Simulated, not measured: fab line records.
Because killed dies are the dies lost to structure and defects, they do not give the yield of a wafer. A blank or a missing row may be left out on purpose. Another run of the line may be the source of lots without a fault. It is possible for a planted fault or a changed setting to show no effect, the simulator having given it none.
Code-filled problem report in 8D (eight disciplines) form || flow nandHarc || the parts of the form that need people (team, actions taken, sign-off) are left out

## 1. THE PROBLEM
Mean of sort_bin_3_pct at NHARC_END_SORT_01: 3.7 % across 3 wafers in 2 lots; on wafers with no fault it is 0.6 % (standard deviation 0.42). That puts it +7.4 standard deviations away from the usual mean.
First observed at day 28 07:53: wafer L163.3, on prober-01. At this step, 10 wafers from 4 lots have a number in the record. By rule, "out" or "out of limits" means more than 4 standard deviations away from the usual mean. All remaining wafers that have a number are taken as sound.

## 2. WHAT IT IS; WHAT IT IS NOT
{"question": "which readings at this step", "is": "sort_bin_3_pct", "is not": "killedAtOther, killedAtPeriphery, killedOpen, killedShort"}
{"question": "which lots", "is": "L162, L163", "is not": "L172, L177"}
{"question": "which wafers of those lots", "is": "L162.3, L163.3, L163.6", "is not": "L162.4, L162.6, L163.1"}
{"question": "read on which gauges", "is": "prober-01", "is not": "prober-02"}
{"question": "when", "is": "from day 28 07:53", "is not": "up to then (1 sound wafer); but 6 sound wafers of L162, L172, L177 came after"}

## 3. SUSPECTS, AND WHAT RULES EACH OUT
Counting: a tool at a process step up to the reading stays a suspect if it ran every lot that is out. Sound lots after the first of them don't rule it out here, since some wafers of a struck lot are sound.
- the gauge at NHARC_END_SORT_01: kept. All the wafers that are out were read on prober-01, and no step on other tools shows them out.
- rieDiel-04 at NHARC_A_BONDPAD_ETCH_24 (etches the open film in CF4/N2, target depth 30 nm, time 72.99 s): kept. It ran every lot that is out, first L163 (day 27 01:10).
- Within rieDiel-04 at NHARC_A_BONDPAD_ETCH_24: the wafers that are out ran in chamber 3; their sound lot-mates ran in chambers 1, 2.
The count leaves prober-01 at NHARC_END_SORT_01 and rieDiel-04 at NHARC_A_BONDPAD_ETCH_24.

## 4. THE CAUSE (what the simulator had put in)
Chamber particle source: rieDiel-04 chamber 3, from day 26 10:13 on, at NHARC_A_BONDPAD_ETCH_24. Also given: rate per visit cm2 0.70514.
This tool is one of the 2 suspects left after counting.

## 5. THE CHAIN OF EFFECTS, in route order
Rows list readings where the struck wafers' mean (over those with a number) sits beyond 3 standard deviations from the usual. Scope: only readings with a usual standard deviation given in the record; hours: median across lots of the time from each lot's start at the first step in this table that gives one to its start at this step; sigmas: change in usual standard deviations.
{"hours": 0, "step": "NHARC_END_SORT_01", "reading": "defectLimitedYield", "usual": "91.5 %", "on struck wafers": 80.3, "change": -11.2, "sigmas": -4.1}
{"hours": 0, "step": "NHARC_END_SORT_01", "reading": "killedAtArray", "usual": 52, "on struck wafers": 129, "change": "+77", "sigmas": "+4.0"}
{"hours": 0, "step": "NHARC_END_SORT_01", "reading": "killedDies", "usual": 57, "on struck wafers": 133, "change": "+76", "sigmas": "+4.2"}
{"hours": 0, "step": "NHARC_END_SORT_01", "reading": "sort_bin_2_pct", "usual": "2.9 %", "on struck wafers": 8.6, "change": "+5.7", "sigmas": "+4.7"}
{"hours": 0, "step": "NHARC_END_SORT_01", "reading": "sort_bin_3_pct", "usual": "0.6 %", "on struck wafers": 3.7, "change": "+3.1", "sigmas": "+7.4"}
{"hours": 0, "step": "NHARC_END_SORT_01", "reading": "sortNPass", "usual": 620, "on struck wafers": 544, "change": -76, "sigmas": -4.2}
{"hours": 0, "step": "NHARC_END_SORT_01", "reading": "sortYieldPct", "usual": "91.5 %", "on struck wafers": 80.3, "change": -11.2, "sigmas": -4.1}

## 6. HOW IT WOULD HAVE BEEN CAUGHT EARLIER
The first out-of-limits reading at a measuring or inspecting step in this record came at day 28 07:53, 46 hours after the fault's start at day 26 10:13.
No tool reading at NHARC_A_BONDPAD_ETCH_24 that has a usual standard deviation in the record was out on any struck wafer, so an alarm limit of 4 standard deviations on those readings would not have fired.
All the lots that are out (2) had begun NHARC_A_BONDPAD_ETCH_24 on rieDiel-04 by day 28 07:53. Had the tool been put on hold then, not one of them would have been saved.
